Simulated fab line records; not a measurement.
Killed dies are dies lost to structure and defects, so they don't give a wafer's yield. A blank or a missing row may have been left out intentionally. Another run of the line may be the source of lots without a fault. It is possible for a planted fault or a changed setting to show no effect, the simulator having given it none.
Matching of chambers -- flow n5 finfet -- N5_BEOL_M14_STRIP_37 on rie diel-06: 4 sister chambers
The step strips in O2. 4 wafers are shown with their chamber, then 11 later ones without.

## WAFERS WITH THEIR CHAMBER
wafer,chamber,drypump motor current A (A)
L080.4,1,4.8
L089.5,3,5.9
L089.6,0,6.2
L091.2,2,5.1

## WAFERS WHOSE CHAMBER IS MISSING
wafer,drypump motor current A (A)
L091.3,5.9
L091.4,5.1
L092.1,5.9
L092.2,4.8
L092.3,6.2
L092.4,5.1
L092.5,4.8
L092.6,6.3
L095.1,4.8
L095.3,5.9
L095.4,5.1

## WHICH CHAMBER EACH WENT THROUGH
wafer,from the rows above,in truth
L091.3,3,3
L091.4,2,2
L092.1,3,3
L092.2,1,1
L092.3,0,0
L092.4,2,2
L092.5,1,1
L092.6,0,0
L095.1,1,1
L095.3,3,3
L095.4,2,2
Placed correctly: 11 of 11. Not placeable from these rows: 0. 0 placed wrongly.
How it was worked out, from the rows above alone: a wafer's distance from a chamber is the root of the sum, over the readings, of the square of ((its reading less the chamber's mean) divided by the reading's scatter). If the next closest chamber is less than 2 further off than the closest, the wafer can't be placed; otherwise it belongs to the closest. Each chamber's mean is taken over the wafers shown for it. The scatter (one wafer shown for each chamber): square how far every hidden wafer sits from the nearest shown wafer, average those squares and take the square root.
